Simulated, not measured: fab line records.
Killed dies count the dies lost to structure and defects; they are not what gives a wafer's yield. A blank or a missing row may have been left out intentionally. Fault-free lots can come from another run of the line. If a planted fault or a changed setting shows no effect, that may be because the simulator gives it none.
Which tool was responsible? || flow nand_harc || 13 lots, 39 wafers sampled, at 5 steps of a route of 1302

## WHAT THE GAUGES READ, wafer by wafer
NHARC_END_SORT_01.
{"lot": "L697", "measured": "day 24 19:12", "on": "prober-01", "defect_limited_yield (%)": "95.3 94.1 96.5", "killed_at_array": "30 34 18", "killed_at_other": "0 0 0", "killed_at_periphery": "2 6 6", "killed_dies": "32 40 24", "killed_open": "4 5 1", "killed_short": "4 6 2"}
{"lot": "L699", "measured": "day 24 19:14", "on": "prober-02", "defect_limited_yield (%)": "87.6 88.3 88.3", "killed_at_array": "79 74 77", "killed_at_other": "2 0 1", "killed_at_periphery": "3 5 1", "killed_dies": "84 79 79", "killed_open": "4 2 2", "killed_short": "0 5 4"}
{"lot": "L701", "measured": "day 25 16:00", "on": "prober-01", "defect_limited_yield (%)": "89.2 89.2 84.5", "killed_at_array": "67 69 100", "killed_at_other": "0 0 1", "killed_at_periphery": "6 4 4", "killed_dies": "73 73 105", "killed_open": "3 4 3", "killed_short": "0 2 1"}
{"lot": "L702", "measured": "day 26 18:12", "on": "prober-02", "defect_limited_yield (%)": "84.9 87.9 90.4", "killed_at_array": "98 75 63", "killed_at_other": "0 0 0", "killed_at_periphery": "4 7 2", "killed_dies": "102 82 65", "killed_open": "3 9 1", "killed_short": "5 4 1"}
{"lot": "L704", "measured": "day 27 21:37", "on": "prober-02", "defect_limited_yield (%)": "87.0 87.9 86.4", "killed_at_array": "88 80 82", "killed_at_other": "0 0 0", "killed_at_periphery": "0 2 10", "killed_dies": "88 82 92", "killed_open": "2 3 5", "killed_short": "2 2 2"}
{"lot": "L705", "measured": "day 28 05:41", "on": "prober-01", "defect_limited_yield (%)": "94.5 95.0 96.0", "killed_at_array": "32 30 22", "killed_at_other": "1 1 0", "killed_at_periphery": "4 3 5", "killed_dies": "37 34 27", "killed_open": "3 6 3", "killed_short": "1 2 4"}
{"lot": "L709", "measured": "day 29 03:23", "on": "prober-01", "defect_limited_yield (%)": "93.9 92.8 93.5", "killed_at_array": "39 44 40", "killed_at_other": "2 2 1", "killed_at_periphery": "0 3 3", "killed_dies": "41 49 44", "killed_open": "3 2 3", "killed_short": "3 3 0"}
{"lot": "L710", "measured": "day 29 12:03", "on": "prober-01", "defect_limited_yield (%)": "91.3 91.0 90.5", "killed_at_array": "55 60 60", "killed_at_other": "0 1 0", "killed_at_periphery": "4 0 4", "killed_dies": "59 61 64", "killed_open": "5 3 2", "killed_short": "3 2 2"}
{"lot": "L711", "measured": "day 30 05:06", "on": "prober-02", "defect_limited_yield (%)": "91.9 92.6 93.1", "killed_at_array": "48 44 43", "killed_at_other": "0 0 0", "killed_at_periphery": "7 6 4", "killed_dies": "55 50 47", "killed_open": "4 5 4", "killed_short": "3 0 3"}
{"lot": "L715", "measured": "day 31 19:32", "on": "prober-01", "defect_limited_yield (%)": "93.6 94.1 92.2", "killed_at_array": "40 35 51", "killed_at_other": "0 1 0", "killed_at_periphery": "3 4 2", "killed_dies": "43 40 53", "killed_open": "1 3 2", "killed_short": "1 3 2"}
{"lot": "L719", "measured": "day 33 05:57", "on": "prober-02", "defect_limited_yield (%)": "84.5 84.5 80.4", "killed_at_array": "66 72 63", "killed_at_other": "36 33 67", "killed_at_periphery": "3 0 3", "killed_dies": "105 105 133", "killed_open": "1 6 2", "killed_short": "1 4 3"}
{"lot": "L718", "measured": "day 33 06:01", "on": "prober-01", "defect_limited_yield (%)": "87.6 86.7 79.8", "killed_at_array": "48 22 55", "killed_at_other": "33 61 74", "killed_at_periphery": "3 7 8", "killed_dies": "84 90 137", "killed_open": "3 2 2", "killed_short": "2 2 5"}
{"lot": "L720", "measured": "day 33 23:45", "on": "prober-02", "defect_limited_yield (%)": "94.1 94.8 94.4", "killed_at_array": "38 31 35", "killed_at_other": "0 1 0", "killed_at_periphery": "2 3 3", "killed_dies": "40 35 38", "killed_open": "1 3 4", "killed_short": "4 2 2"}

## WHAT TOOL EACH LOT RAN ON (gives the tool, then ch and the chambers of the sampled wafers, and finally the start)
{"lot": "L697", "NHARC_THIN_TSV_STRIP_62": "plasma_asher-01 ch 0,1, day 24 03:10", "NHARC_THIN_TSV_PVD_51": "pvd_sputter-03, day 24 03:35", "NHARC_THIN_TSV_ANNEAL_52": "rtp_anneal-01 ch 0, day 24 04:31", "NHARC_THIN_TSV_ETCH_59": "rie_metal-01 ch 0,1, day 24 06:46"}
{"lot": "L699", "NHARC_THIN_TSV_STRIP_62": "plasma_asher-01 ch 0,1, day 24 04:29", "NHARC_THIN_TSV_PVD_51": "pvd_sputter-03, day 24 04:56", "NHARC_THIN_TSV_ANNEAL_52": "rtp_anneal-01 ch 0, day 24 05:50", "NHARC_THIN_TSV_ETCH_59": "rie_metal-01 ch 0,1, day 24 08:07"}
{"lot": "L701", "NHARC_THIN_TSV_STRIP_62": "plasma_asher-02 ch 0,1, day 25 03:35", "NHARC_THIN_TSV_PVD_51": "pvd_sputter-02, day 25 04:01", "NHARC_THIN_TSV_ANNEAL_52": "rtp_anneal-01 ch 0, day 25 04:55", "NHARC_THIN_TSV_ETCH_59": "rie_metal-03 ch 0,1, day 25 07:08"}
{"lot": "L702", "NHARC_THIN_TSV_STRIP_62": "plasma_asher-01 ch 0,1, day 26 05:50", "NHARC_THIN_TSV_PVD_51": "pvd_sputter-01, day 26 06:17", "NHARC_THIN_TSV_ANNEAL_52": "rtp_anneal-02 ch 0, day 26 07:16", "NHARC_THIN_TSV_ETCH_59": "rie_metal-02 ch 0,1, day 26 09:22"}
{"lot": "L704", "NHARC_THIN_TSV_STRIP_62": "plasma_asher-01 ch 0,1, day 27 05:05", "NHARC_THIN_TSV_PVD_51": "pvd_sputter-01, day 27 05:31", "NHARC_THIN_TSV_ANNEAL_52": "rtp_anneal-01 ch 0, day 27 06:28", "NHARC_THIN_TSV_ETCH_59": "rie_metal-01 ch 0,1, day 27 08:40"}
{"lot": "L705", "NHARC_THIN_TSV_STRIP_62": "plasma_asher-02 ch 0, day 27 16:35", "NHARC_THIN_TSV_PVD_51": "pvd_sputter-01, day 27 17:01", "NHARC_THIN_TSV_ANNEAL_52": "rtp_anneal-02 ch 0, day 27 17:58", "NHARC_THIN_TSV_ETCH_59": "rie_metal-01 ch 0,1, day 27 20:10"}
{"lot": "L709", "NHARC_THIN_TSV_STRIP_62": "plasma_asher-01 ch 0,1, day 28 14:10", "NHARC_THIN_TSV_PVD_51": "pvd_sputter-01, day 28 14:37", "NHARC_THIN_TSV_ANNEAL_52": "rtp_anneal-01 ch 0, day 28 15:33", "NHARC_THIN_TSV_ETCH_59": "rie_metal-02 ch 0,1, day 28 17:43"}
{"lot": "L710", "NHARC_THIN_TSV_STRIP_62": "plasma_asher-02 ch 0,1, day 28 20:56", "NHARC_THIN_TSV_PVD_51": "pvd_sputter-01, day 28 21:20", "NHARC_THIN_TSV_ANNEAL_52": "rtp_anneal-02 ch 0, day 28 22:19", "NHARC_THIN_TSV_ETCH_59": "rie_metal-03 ch 0,1, day 29 00:26"}
{"lot": "L711", "NHARC_THIN_TSV_STRIP_62": "plasma_asher-02 ch 0,1, day 29 16:52", "NHARC_THIN_TSV_PVD_51": "pvd_sputter-03, day 29 17:20", "NHARC_THIN_TSV_ANNEAL_52": "rtp_anneal-02 ch 0, day 29 18:13", "NHARC_THIN_TSV_ETCH_59": "rie_metal-02 ch 0,1, day 29 20:22"}
{"lot": "L715", "NHARC_THIN_TSV_STRIP_62": "plasma_asher-02 ch 0,1, day 31 07:05", "NHARC_THIN_TSV_PVD_51": "pvd_sputter-01, day 31 07:32", "NHARC_THIN_TSV_ANNEAL_52": "rtp_anneal-01 ch 0, day 31 08:26", "NHARC_THIN_TSV_ETCH_59": "rie_metal-01 ch 0,1, day 31 10:41"}
{"lot": "L719", "NHARC_THIN_TSV_STRIP_62": "plasma_asher-02 ch 0,1, day 32 16:59", "NHARC_THIN_TSV_PVD_51": "pvd_sputter-03, day 32 17:25", "NHARC_THIN_TSV_ANNEAL_52": "rtp_anneal-02 ch 0, day 32 18:25", "NHARC_THIN_TSV_ETCH_59": "rie_metal-02 ch 0,1, day 32 20:28"}
{"lot": "L718", "NHARC_THIN_TSV_STRIP_62": "plasma_asher-02 ch 0,1, day 32 18:11", "NHARC_THIN_TSV_PVD_51": "pvd_sputter-03, day 32 18:38", "NHARC_THIN_TSV_ANNEAL_52": "rtp_anneal-01 ch 0, day 32 19:34", "NHARC_THIN_TSV_ETCH_59": "rie_metal-01 ch 0,1, day 32 21:46"}
{"lot": "L720", "NHARC_THIN_TSV_STRIP_62": "plasma_asher-01 ch 0,1, day 33 09:10", "NHARC_THIN_TSV_PVD_51": "pvd_sputter-01, day 33 09:35", "NHARC_THIN_TSV_ANNEAL_52": "rtp_anneal-02 ch 0, day 33 10:32", "NHARC_THIN_TSV_ETCH_59": "rie_metal-01 ch 1, day 33 12:44"}
- NHARC_THIN_TSV_STRIP_62: strips in N2/H2, time 20 s.
- NHARC_THIN_TSV_PVD_51: deposits Cu, target thk 100 nm.
- NHARC_THIN_TSV_ANNEAL_52: time 90 s.
- NHARC_THIN_TSV_ETCH_59: etches the open film in Cl2/BCl3, target depth 880 nm, time 138.1 s.

## WHAT THE TOOLS THEMSELVES READ (means of the sampled wafers that have a number; where no wafer has one, the mark that the record gives instead)
NHARC_THIN_TSV_STRIP_62.
{"lot": "L697", "tool": "plasma_asher-01", "drypump_motor_current_A (A)": 5.23, "heater_power_w (W)": 357}
{"lot": "L699", "tool": "plasma_asher-01", "drypump_motor_current_A (A)": 5.23, "heater_power_w (W)": 357}
{"lot": "L701", "tool": "plasma_asher-02", "drypump_motor_current_A (A)": 5.56, "heater_power_w (W)": 315}
{"lot": "L702", "tool": "plasma_asher-01", "drypump_motor_current_A (A)": 5.49, "heater_power_w (W)": 362}
{"lot": "L704", "tool": "plasma_asher-01", "drypump_motor_current_A (A)": 5.22, "heater_power_w (W)": 346}
{"lot": "L705", "tool": "plasma_asher-02", "drypump_motor_current_A (A)": 5.54, "heater_power_w (W)": 314}
{"lot": "L709", "tool": "plasma_asher-01", "drypump_motor_current_A (A)": 5.22, "heater_power_w (W)": 345}
{"lot": "L710", "tool": "plasma_asher-02", "drypump_motor_current_A (A)": 5.51, "heater_power_w (W)": 313}
{"lot": "L711", "tool": "plasma_asher-02", "drypump_motor_current_A (A)": 5.47, "heater_power_w (W)": 295}
{"lot": "L715", "tool": "plasma_asher-02", "drypump_motor_current_A (A)": 5.51, "heater_power_w (W)": 312}
{"lot": "L719", "tool": "plasma_asher-02", "drypump_motor_current_A (A)": 5.44, "heater_power_w (W)": 295}
{"lot": "L718", "tool": "plasma_asher-02", "drypump_motor_current_A (A)": 5.50, "heater_power_w (W)": 305}
{"lot": "L720", "tool": "plasma_asher-01", "drypump_motor_current_A (A)": 5.50, "heater_power_w (W)": 374}

NHARC_THIN_TSV_PVD_51.
{"lot": "L697", "tool": "pvd_sputter-03", "throttle_valve_pct (%)": 29.7}
{"lot": "L699", "tool": "pvd_sputter-03", "throttle_valve_pct (%)": 29.4}
{"lot": "L701", "tool": "pvd_sputter-02", "throttle_valve_pct (%)": 29.5}
{"lot": "L702", "tool": "pvd_sputter-01", "throttle_valve_pct (%)": 30.5}
{"lot": "L704", "tool": "pvd_sputter-01", "throttle_valve_pct (%)": 30.4}
{"lot": "L705", "tool": "pvd_sputter-01", "throttle_valve_pct (%)": 31.3}
{"lot": "L709", "tool": "pvd_sputter-01", "throttle_valve_pct (%)": 30.9}
{"lot": "L710", "tool": "pvd_sputter-01", "throttle_valve_pct (%)": 31.1}
{"lot": "L711", "tool": "pvd_sputter-03", "throttle_valve_pct (%)": 29.6}
{"lot": "L715", "tool": "pvd_sputter-01", "throttle_valve_pct (%)": 30.9}
{"lot": "L719", "tool": "pvd_sputter-03", "throttle_valve_pct (%)": 30.0}
{"lot": "L718", "tool": "pvd_sputter-03", "throttle_valve_pct (%)": 29.8}
{"lot": "L720", "tool": "pvd_sputter-01", "throttle_valve_pct (%)": 30.4}

NHARC_THIN_TSV_ANNEAL_52.
{"lot": "L697", "tool": "rtp_anneal-01", "wafer_temp_C_max": 226.4}
{"lot": "L699", "tool": "rtp_anneal-01", "wafer_temp_C_max": 226.9}
{"lot": "L701", "tool": "rtp_anneal-01", "wafer_temp_C_max": 226.3}
{"lot": "L702", "tool": "rtp_anneal-02", "wafer_temp_C_max": 226.0}
{"lot": "L704", "tool": "rtp_anneal-01", "wafer_temp_C_max": 226.7}
{"lot": "L705", "tool": "rtp_anneal-02", "wafer_temp_C_max": 226.4}
{"lot": "L709", "tool": "rtp_anneal-01", "wafer_temp_C_max": 226.5}
{"lot": "L710", "tool": "rtp_anneal-02", "wafer_temp_C_max": 226.1}
{"lot": "L711", "tool": "rtp_anneal-02", "wafer_temp_C_max": 226.3}
{"lot": "L715", "tool": "rtp_anneal-01", "wafer_temp_C_max": 226.5}
{"lot": "L719", "tool": "rtp_anneal-02", "wafer_temp_C_max": 226.2}
{"lot": "L718", "tool": "rtp_anneal-01", "wafer_temp_C_max": 226.0}
{"lot": "L720", "tool": "rtp_anneal-02", "wafer_temp_C_max": 226.5}

NHARC_THIN_TSV_ETCH_59.
{"lot": "L697", "tool": "rie_metal-01", "chamber_pressure_mTorr (mTorr)": 10.005, "drypump_motor_current_A (A)": 6.5, "oes_product_au (a.u.)": 1.015, "throttle_valve_pct (%)": 22.259}
{"lot": "L699", "tool": "rie_metal-01", "chamber_pressure_mTorr (mTorr)": 10.003, "drypump_motor_current_A (A)": 6.4, "oes_product_au (a.u.)": 0.994, "throttle_valve_pct (%)": 22.266}
{"lot": "L701", "tool": "rie_metal-03", "chamber_pressure_mTorr (mTorr)": 10.003, "drypump_motor_current_A (A)": 6.2, "oes_product_au (a.u.)": 1.004, "throttle_valve_pct (%)": 22.264}
{"lot": "L702", "tool": "rie_metal-02", "chamber_pressure_mTorr (mTorr)": 9.991, "drypump_motor_current_A (A)": 5.2, "oes_product_au (a.u.)": 1.001, "throttle_valve_pct (%)": 22.254}
{"lot": "L704", "tool": "rie_metal-01", "chamber_pressure_mTorr (mTorr)": 10.006, "drypump_motor_current_A (A)": 6.5, "oes_product_au (a.u.)": 0.997, "throttle_valve_pct (%)": 22.263}
{"lot": "L705", "tool": "rie_metal-01", "chamber_pressure_mTorr (mTorr)": 10.008, "drypump_motor_current_A (A)": 6.5, "oes_product_au (a.u.)": 1.007, "throttle_valve_pct (%)": 22.273}
{"lot": "L709", "tool": "rie_metal-02", "chamber_pressure_mTorr (mTorr)": 10.009, "drypump_motor_current_A (A)": 5.3, "oes_product_au (a.u.)": 1.004, "throttle_valve_pct (%)": 22.262}
{"lot": "L710", "tool": "rie_metal-03", "chamber_pressure_mTorr (mTorr)": 9.995, "drypump_motor_current_A (A)": 6.2, "oes_product_au (a.u.)": 1.002, "throttle_valve_pct (%)": 22.262}
{"lot": "L711", "tool": "rie_metal-02", "chamber_pressure_mTorr (mTorr)": 9.993, "drypump_motor_current_A (A)": 5.3, "oes_product_au (a.u.)": 1.003, "throttle_valve_pct (%)": 22.268}
{"lot": "L715", "tool": "rie_metal-01", "chamber_pressure_mTorr (mTorr)": 9.995, "drypump_motor_current_A (A)": 6.3, "oes_product_au (a.u.)": 1.003, "throttle_valve_pct (%)": 22.258}
{"lot": "L719", "tool": "rie_metal-02", "chamber_pressure_mTorr (mTorr)": 9.991, "drypump_motor_current_A (A)": 5.2, "oes_product_au (a.u.)": 1.006, "throttle_valve_pct (%)": 22.261}
{"lot": "L718", "tool": "rie_metal-01", "chamber_pressure_mTorr (mTorr)": 10.005, "drypump_motor_current_A (A)": 6.4, "oes_product_au (a.u.)": 0.991, "throttle_valve_pct (%)": 22.261}
{"lot": "L720", "tool": "rie_metal-01", "chamber_pressure_mTorr (mTorr)": 10.002, "drypump_motor_current_A (A)": 6.6, "oes_product_au (a.u.)": 1.008, "throttle_valve_pct (%)": 22.273}

## THE ANSWER, worked out from the rows above alone
Rule: what is usual is taken from the lots themselves. Put in order of their means at a reading, lots are off if they are a third of the lots or fewer, leave a main group of 4 or more, and stand apart from it by a gap of 3 or more times the standard deviation of the main group's means; of several such gaps the widest counts. A main group whose means are all the same, to the digits that the tables above print for the reading, isn't used. A lot without any number at a reading at which 4 lots or more have one is off too. Where the step has rows for the other lots, those lots are counted as sound. First the gauges in route order, then the tools' own readings, where a lot's mean is used as printed above. At the first step where some lot is off, the reading lying furthest off is the one used; lots without a number count as furthest.
Off: L719, L718 (NHARC_END_SORT_01, killed_at_other). Mean 0.4 and standard deviation 0.49 in the main group.
A tool fits if, at a process step before that reading, it ran every lot that is off, and no sound lot after the first of them. Gauges at NHARC_END_SORT_01: tried the same way as those tools. Can't be told from this: 2 tools fit, plasma_asher-02 at NHARC_THIN_TSV_STRIP_62, pvd_sputter-03 at NHARC_THIN_TSV_PVD_51.

## WHAT WAS PUT IN BY THE SIMULATOR
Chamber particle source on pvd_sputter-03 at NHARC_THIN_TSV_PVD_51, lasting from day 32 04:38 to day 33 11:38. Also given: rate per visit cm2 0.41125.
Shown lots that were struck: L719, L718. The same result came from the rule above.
